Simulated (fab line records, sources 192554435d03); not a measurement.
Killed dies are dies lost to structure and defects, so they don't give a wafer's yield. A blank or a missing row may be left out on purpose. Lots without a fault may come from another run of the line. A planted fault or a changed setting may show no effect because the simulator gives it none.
Chamber matching | flow n5_finfet | N5_GATE_CUT_SAC_CAP_01 on ald_sin-02: 4 sister chambers
The step material SiNx, target thk 24 nm, pulse time 1 s, ald cycles 480. 8 wafers are shown with their chamber, then 8 later ones without.

WAFERS WITH THEIR CHAMBER
wafer  | chamber | heater_power_w (W) | precursor_pulse_height_rel
L078.6 | 0       | 810                | 1.005
L079.3 | 3       | 883                | 1.008
L079.4 | 0       | 792                | 0.986
L081.6 | 2       | 852                | 1.010
L083.3 | 1       | 823                | 0.999
L083.4 | 2       | 824                | 1.001
L083.5 | 1       | 825                | 0.998
L086.2 | 3       | 918                | 0.992

WAFERS WITHOUT THEIR CHAMBER
wafer  | heater_power_w (W) | precursor_pulse_height_rel
L086.3 | 792                | 0.975
L086.6 | 888                | 1.005
L095.1 | 924                | 0.997
L095.3 | 846                | 1.007
L095.4 | 810                | 1.017
L097.2 | 794                | 1.016
L097.4 | 844                | 0.999
L097.5 | 834                | 0.977

WHICH CHAMBER EACH WENT THROUGH
wafer  | from the rows above          | in truth
L086.3 | can't be placed: 0 or 1 or 2 | 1
L086.6 | 3                            | 3
L095.1 | 3                            | 3
L095.3 | can't be placed: 2 or 1      | 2
L095.4 | can't be placed: 2 or 1 or 0 | 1
L097.2 | can't be placed: 0 or 1 or 2 | 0
L097.4 | can't be placed: 2 or 1 or 0 | 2
L097.5 | can't be placed: 1 or 0 or 2 | 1
Placed correctly: 2 of 8. Can't be placed from these rows: 6 (the true chamber is among the candidates in 6). Placed wrongly: 0.
How it was worked out, from the rows above alone: a wafer's distance from a chamber is the root of the sum, over the readings, of the square of ((its reading less the chamber's mean) divided by the reading's scatter). The wafer belongs to the nearest chamber; if the next one is less than 2 further off, it can't be placed. A chamber's mean is the mean of its shown wafers. The scatter: the root of (the sum of the squares of (reading less its chamber's mean) over the shown wafers, divided by (wafers less chambers)).
